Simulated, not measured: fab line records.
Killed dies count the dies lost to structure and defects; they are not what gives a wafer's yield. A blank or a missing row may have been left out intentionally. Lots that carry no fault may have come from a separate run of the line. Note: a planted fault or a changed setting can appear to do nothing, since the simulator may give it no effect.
Which of the tools did it? + flow n5-finfet + 30 wafers from 10 lots sampled at 5 of the route's 1938 steps

== WHAT THE GAUGES READ, wafer by wafer ==
N5_WELL_APT_INSPECT_38: inspects for defects (darkfield).
| lot  | measured    | on                | raw-defect-count |
|------|-------------|-------------------|------------------|
| L468 | day 2 11:44 | defect-inspect-02 | 9 8 10           |
| L472 | day 3 10:50 | defect-inspect-01 | 7 5 15           |
| L476 | day 4 11:50 | defect-inspect-02 | 16 9 19          |
| L478 | day 4 22:56 | defect-inspect-02 | 19 14 23         |
| L479 | day 5 05:07 | defect-inspect-01 | 16 7 14          |
| L480 | day 5 11:11 | defect-inspect-01 | 7 14 9           |
| L484 | day 6 10:56 | defect-inspect-02 | 17 15 12         |
| L485 | day 6 16:45 | defect-inspect-02 | 10 8 6           |
| L487 | day 7 05:19 | defect-inspect-01 | 21 12 14         |
| L488 | day 7 10:54 | defect-inspect-01 | 6 17 8           |

N5_PMOS_HMC_CHANNEL_EPI_CD_MEAS_09 targets a cd of 237.4 nm.
| lot  | measured    | on        | cd-nm (nm)        |
|------|-------------|-----------|-------------------|
| L468 | day 2 12:11 | cd-sem-02 | 237.3 237.6 237.8 |
| L472 | day 3 11:09 | cd-sem-03 | 235.4 236.9 238.1 |
| L476 | day 4 12:09 | cd-sem-03 | 235.4 236.0 236.6 |
| L478 | day 4 23:16 | cd-sem-02 | 236.7 237.7 237.1 |
| L479 | day 5 05:33 | cd-sem-03 | 235.4 235.0 236.2 |
| L480 | day 5 11:30 | cd-sem-01 | 238.6 236.8 236.9 |
| L484 | day 6 11:22 | cd-sem-02 | 237.9 238.0 239.7 |
| L485 | day 6 17:04 | cd-sem-01 | 236.2 238.4 237.5 |
| L487 | day 7 05:46 | cd-sem-01 | 238.4 237.5 236.8 |
| L488 | day 7 11:13 | cd-sem-03 | 237.6 237.4 236.7 |

N5_PMOS_HMC_CHANNEL_EPI_INSPECT_11: inspects for defects (macro).
| lot  | measured    | on                | raw-defect-count |
|------|-------------|-------------------|------------------|
| L468 | day 2 12:14 | defect-inspect-01 | 1 2 1            |
| L472 | day 3 11:12 | defect-inspect-01 | 3 0 2            |
| L476 | day 4 12:13 | defect-inspect-02 | 1 2 2            |
| L478 | day 4 23:19 | defect-inspect-01 | 2 1 3            |
| L479 | day 5 05:36 | defect-inspect-02 | 2 2 2            |
| L480 | day 5 11:33 | defect-inspect-02 | 2 1 0            |
| L484 | day 6 11:25 | defect-inspect-02 | 2 2 3            |
| L485 | day 6 17:07 | defect-inspect-02 | 1 1 3            |
| L487 | day 7 05:49 | defect-inspect-01 | 1 4 1            |
| L488 | day 7 11:16 | defect-inspect-01 | 2 0 3            |

N5_BEOL_M4_RC_MEAS_101.
| lot  | measured     | on        | CJ_P           | DIBL_N (mV/V)  | DIBL_P (mV/V)  | IOFF_N (nA/um)    | IOFF_P (nA/um) | IOFF_P_85C (nA/um) | IOFF_P_LIN (nA/um) | ION_N (uA/um) | ION_P (uA/um) | SS_N (mV/dec)  | SS_P (mV/dec)  | VT_N (mV)         | VT_P (mV)      |
|------|--------------|-----------|----------------|----------------|----------------|-------------------|----------------|--------------------|--------------------|---------------|---------------|----------------|----------------|-------------------|----------------|
| L468 | day 8 06:26  | prober-02 | 5.60 5.67 5.73 | 35.5 35.4 37.9 | 36.6 36.2 39.3 | 0.160 0.146 0.207 | 0.20 0.18 0.24 | 3.5 3.3 4.1        | 0.092 0.085 0.103  | 675 661 679   | 456 450 463   | 71.5 71.3 71.7 | 73.7 73.5 75.0 | 248.2 250.2 244.5 | -252 -257 -249 |
| L472 | day 9 03:59  | prober-02 | 5.81 5.76 5.72 | 34.6 35.2 36.4 | 33.9 35.1 36.3 | 0.136 0.148 0.181 | 0.20 0.22 0.25 | 3.3 3.7 4.1        | 0.097 0.104 0.116  | 661 678 688   | 466 468 482   | 70.7 71.2 71.6 | 73.5 73.2 73.9 | 250.5 251.3 246.8 | -249 -247 -246 |
| L476 | day 10 16:43 | prober-02 | 5.79 5.73 5.55 | 38.7 38.5 40.6 | 38.0 38.2 41.5 | 0.181 0.185 0.236 | 0.25 0.25 0.31 | 4.1 4.2 5.0        | 0.114 0.115 0.132  | 671 683 696   | 464 468 477   | 72.1 72.3 72.6 | 73.0 73.4 73.8 | 245.3 245.3 245.4 | -246 -249 -242 |
| L478 | day 11 02:11 | prober-01 | 1.01 1.02 1.02 | 37.0 37.7 36.5 | 51.1 48.4 57.2 | 0.143 0.156 0.135 | 1.02 0.67 1.74 | 13.4 9.4 20.8      | 0.174 0.147 0.213  | 665 684 667   | 471 473 472   | 72.0 72.1 71.4 | 85.8 80.8 91.4 | 250.7 249.1 252.3 | -252 -251 -251 |
| L479 | day 11 03:54 | prober-02 | 1.01 1.00 0.99 | 36.6 35.8 34.6 | 46.2 46.3 57.6 | 0.154 0.151 0.127 | 0.66 0.65 2.15 | 9.6 9.5 25.9       | 0.154 0.154 0.247  | 681 684 665   | 478 475 470   | 71.8 71.6 71.5 | 80.6 80.2 93.7 | 252.5 249.4 253.1 | -246 -247 -248 |
| L480 | day 11 12:38 | prober-02 | 1.00 1.00 1.00 | 37.7 35.5 35.6 | 60.0 46.8 48.2 | 0.170 0.130 0.140 | 2.14 0.75 0.82 | 25.6 10.6 11.4     | 0.252 0.156 0.165  | 672 667 671   | 474 475 476   | 71.7 70.6 71.4 | 92.2 82.9 83.4 | 250.4 253.5 252.1 | -244 -249 -247 |
| L484 | day 12 12:56 | prober-01 | 5.67 5.72 5.64 | 37.7 37.7 36.4 | 36.7 37.1 34.8 | 0.175 0.186 0.149 | 0.25 0.26 0.22 | 4.3 4.3 3.8        | 0.117 0.117 0.106  | 679 688 661   | 467 470 463   | 71.8 71.7 71.0 | 73.3 74.1 73.3 | 247.2 247.7 250.1 | -247 -247 -248 |
| L485 | day 12 20:18 | prober-02 | 5.95 5.98 5.74 | 34.0 34.5 34.4 | 34.0 35.2 33.8 | 0.129 0.134 0.120 | 0.18 0.20 0.18 | 3.2 3.4 3.1        | 0.092 0.097 0.090  | 667 670 660   | 467 467 459   | 71.0 71.1 70.2 | 73.1 72.5 72.6 | 252.9 249.4 251.6 | -249 -250 -250 |
| L487 | day 14 02:38 | prober-02 | 5.69 5.43 5.77 | 37.1 36.2 36.1 | 37.7 36.1 36.2 | 0.179 0.154 0.154 | 0.23 0.20 0.20 | 4.0 3.5 3.5        | 0.111 0.099 0.097  | 668 657 670   | 464 455 460   | 71.8 71.2 71.6 | 74.1 73.4 73.5 | 247.6 252.0 250.1 | -249 -253 -253 |
| L488 | day 14 02:44 | prober-01 | 5.86 5.68 5.74 | 35.8 35.0 35.1 | 35.8 34.4 34.8 | 0.156 0.141 0.140 | 0.19 0.17 0.17 | 3.4 3.0 3.2        | 0.091 0.082 0.085  | 678 674 681   | 464 452 464   | 71.4 72.0 71.5 | 73.8 73.3 72.8 | 248.1 251.6 248.5 | -253 -255 -254 |

== EACH LOT AND THE TOOL THAT RAN IT (in order: tool; ch and the chambers of the sampled wafers; start) ==
| lot  | N5_WELL_APT_IMPLANT_15         |
|------|--------------------------------|
| L468 | implanter-02 ch 0, day 2 08:40 |
| L472 | implanter-01 ch 0, day 3 08:13 |
| L476 | implanter-01 ch 0, day 4 08:34 |
| L478 | implanter-01, day 4 20:28      |
| L479 | implanter-02, day 5 02:03      |
| L480 | implanter-02, day 5 08:23      |
| L484 | implanter-02 ch 0, day 6 08:09 |
| L485 | implanter-01 ch 0, day 6 14:16 |
| L487 | implanter-01 ch 0, day 7 02:14 |
| L488 | implanter-01 ch 0, day 7 08:12 |
- N5_WELL_APT_IMPLANT_15

== AS READ BY THE TOOLS THEMSELVES (means over the sampled wafers that have a number; for cases with no such wafer, the mark the record gives instead) ==
N5_WELL_APT_IMPLANT_15.
| lot  | tool         | beam-energy-keV | beam-on-s (s) |
|------|--------------|-----------------|---------------|
| L468 | implanter-02 | 25.005          | 10.13         |
| L472 | implanter-01 | 24.999          | 9.96          |
| L476 | implanter-01 | 24.996          | 9.91          |
| L478 | implanter-01 | -               | -             |
| L479 | implanter-02 | -               | -             |
| L480 | implanter-02 | -               | -             |
| L484 | implanter-02 | 25.006          | 9.93          |
| L485 | implanter-01 | 25.013          | 10.07         |
| L487 | implanter-01 | 24.996          | 10.07         |
| L488 | implanter-01 | 24.996          | 10.06         |

== THE ANSWER, worked out from the rows above alone ==
Rule: the lots themselves supply what counts as usual. Put in order of their means at a reading, lots are off if they are a third of the lots or fewer, leave a main group of 4 or more, and stand apart from it by a gap of 3 or more times the standard deviation of the main group's means; of several such gaps the widest counts. The tables above print the reading to a certain number of digits; a main group whose means all agree to those digits is not used. A lot without any number at a reading at which 4 lots or more have one is off too. Where the step has rows for the other lots, those lots are counted as sound. First the gauges in route order, then the tools' own readings, where a lot's mean is used as printed above. At the first step where some lot is off, the reading lying furthest off is the one used; lots without a number count as furthest.
Off: at N5_BEOL_M4_RC_MEAS_101 (CJ_P), L478, L479, L480. For the main group the mean is 5.73 and the standard deviation 0.081.
A tool fits if, at a process step before that reading, it ran every lot that is off, and no sound lot after the first of them. Not tried: the gauges at N5_BEOL_M4_RC_MEAS_101; whatever is off there is also off at N5_WELL_APT_IMPLANT_15, on other tools, and gauge error can't account for it. Of those tried, none fits.

== WHAT THE SIMULATOR HAD PUT IN ==
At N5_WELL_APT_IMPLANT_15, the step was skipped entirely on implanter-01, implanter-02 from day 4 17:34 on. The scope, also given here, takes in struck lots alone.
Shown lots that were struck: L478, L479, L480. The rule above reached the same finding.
